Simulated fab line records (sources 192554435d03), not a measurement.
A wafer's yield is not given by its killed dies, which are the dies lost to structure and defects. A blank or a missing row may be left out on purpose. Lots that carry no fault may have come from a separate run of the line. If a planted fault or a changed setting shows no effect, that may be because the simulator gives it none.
Chamber matching + flow n5Finfet + N5_FIN_SAQP_ALD_61 on aldSin-04 has 4 sister chambers
The step deposits SiO2, target thk 4 nm, pulse time 1 s, purge time 2 s. 8 wafers are shown with their chamber, then 12 later ones without.

WAFERS PAIRED WITH THEIR CHAMBERS
| wafer  | chamber | heaterPowerW (W) | precursorPulseHeightRel |
|--------|---------|------------------|-------------------------|
| L082.5 | 0       | 487              | 1.030                   |
| L084.1 | 0       | 487              | 0.980                   |
| L088.5 | 3       | 517              | 1.042                   |
| L089.5 | 2       | 414              | 1.007                   |
| L089.6 | 3       | 501              | 1.014                   |
| L091.1 | 2       | 426              | 1.001                   |
| L091.3 | 1       | 460              | 1.035                   |
| L091.5 | 1       | 451              | 0.977                   |

WAFERS WHOSE CHAMBER IS MISSING
| wafer  | heaterPowerW (W) | precursorPulseHeightRel |
|--------|------------------|-------------------------|
| L092.1 | 423              | 0.987                   |
| L092.2 | 461              | 0.998                   |
| L092.6 | 460              | 1.005                   |
| L093.1 | 475              | 0.999                   |
| L093.4 | 415              | 1.026                   |
| L093.5 | 513              | 1.009                   |
| L095.1 | 495              | 1.038                   |
| L095.2 | 510              | 0.993                   |
| L095.4 | 454              | 0.993                   |
| L096.2 | 496              | 1.019                   |
| L096.3 | 418              | 0.990                   |
| L096.5 | 508              | 0.986                   |

WHICH CHAMBER EACH WENT THROUGH
| wafer  | from the rows above     | in truth |
|--------|-------------------------|----------|
| L092.1 | 2                       | 2        |
| L092.2 | 1                       | 1        |
| L092.6 | 1                       | 1        |
| L093.1 | can't be placed: 0 or 1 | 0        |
| L093.4 | 2                       | 2        |
| L093.5 | 3                       | 3        |
| L095.1 | can't be placed: 0 or 3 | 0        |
| L095.2 | can't be placed: 3 or 0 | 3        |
| L095.4 | 1                       | 1        |
| L096.2 | can't be placed: 0 or 3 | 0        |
| L096.3 | 2                       | 2        |
| L096.5 | can't be placed: 3 or 0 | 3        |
Correctly placed: 7 of 12. From these rows, 5 cannot be placed; in 5 the true chamber is one of the candidates. Placed wrongly: 0.
How it was worked out, from the rows above alone: a wafer's distance from a chamber is the root of the sum, over the readings, of the square of ((its reading less the chamber's mean) divided by the reading's scatter). If the next closest chamber is less than 2 further off than the closest, the wafer can't be placed; otherwise it belongs to the closest. A chamber's mean is the mean of its shown wafers. How the scatter is found: for the shown wafers, subtract from each reading the mean of its chamber, square and add these, divide the total by (wafers less chambers), then take the root.
